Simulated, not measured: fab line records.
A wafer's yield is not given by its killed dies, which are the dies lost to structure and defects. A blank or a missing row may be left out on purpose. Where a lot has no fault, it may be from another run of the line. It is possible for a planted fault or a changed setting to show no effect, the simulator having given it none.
Chamber matching	flow n5-finfet	rie-diel-01 running N5_MIM_BOT_ETCH_STRIP_01: 4 sister chambers
The step strips in O2. 14 wafers are shown with their chamber, then 7 later ones without.

EACH WAFER AND ITS CHAMBER
wafer	chamber	throttle-valve-pct (%)	drypump-motor-current-A (A)	showerhead-plenum-p-Torr (Torr)
L426.2	2	16.38	6.4	2.12
L426.4	3	17.15	5.6	2.11
L426.6	0	17.27	5.9	2.00
L430.2	2	16.38	6.5	2.12
L430.3	1	16.61	5.8	2.13
L430.6	2	16.37	6.5	2.12
L431.3	3	17.12	5.6	2.11
L431.4	2	16.37	6.4	2.12
L431.5	1	16.60	5.8	2.13
L432.1	2	16.37	6.5	2.12
L432.2	1	16.60	5.8	2.13
L432.4	3	17.14	5.6	2.10
L434.2	2	16.36	6.4	2.11
L434.3	1	16.62	5.8	2.13

SIGNATURES, as means of the wafers listed above
reading	chamber 0	chamber 1	chamber 2	chamber 3	scatter within a chamber
throttle-valve-pct	17.2700	16.6075	16.3717	17.1367	0.0101
drypump-motor-current-A	5.900	5.800	6.450	5.600	0.0387
showerhead-plenum-p-Torr	2.0000	2.1300	2.1183	2.1067	0.00387
Rule: for a wafer and a chamber, the distance is found by dividing, reading by reading, the gap between the wafer's reading and the chamber's mean by the reading's scatter, squaring, summing and taking the root. If the next closest chamber is less than 2 further off than the closest, the wafer can't be placed; otherwise it belongs to the closest. How the scatter is found: for the shown wafers, subtract from each reading the mean of its chamber, square and add these, divide the total by (wafers less chambers), then take the root.

WAFERS WHOSE CHAMBER IS MISSING
wafer	throttle-valve-pct (%)	drypump-motor-current-A (A)	showerhead-plenum-p-Torr (Torr)
L434.4	16.74	5.9	2.26
L443.2	16.82	5.9	2.25
L443.3	16.68	5.8	2.12
L443.5	17.19	5.6	2.10
L444.1	16.68	5.8	2.12
L444.2	16.43	6.5	2.11
L444.3	17.16	5.6	2.09

WHICH CHAMBER EACH ONE RAN IN
wafer	from the rows above	in truth
L434.4	1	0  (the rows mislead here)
L443.2	1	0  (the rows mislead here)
L443.3	1	1
L443.5	3	3
L444.1	1	1
L444.2	2	2
L444.3	3	3
Correctly placed: 5 of 7. Can't be placed from these rows: 0. Wrongly placed: 2.
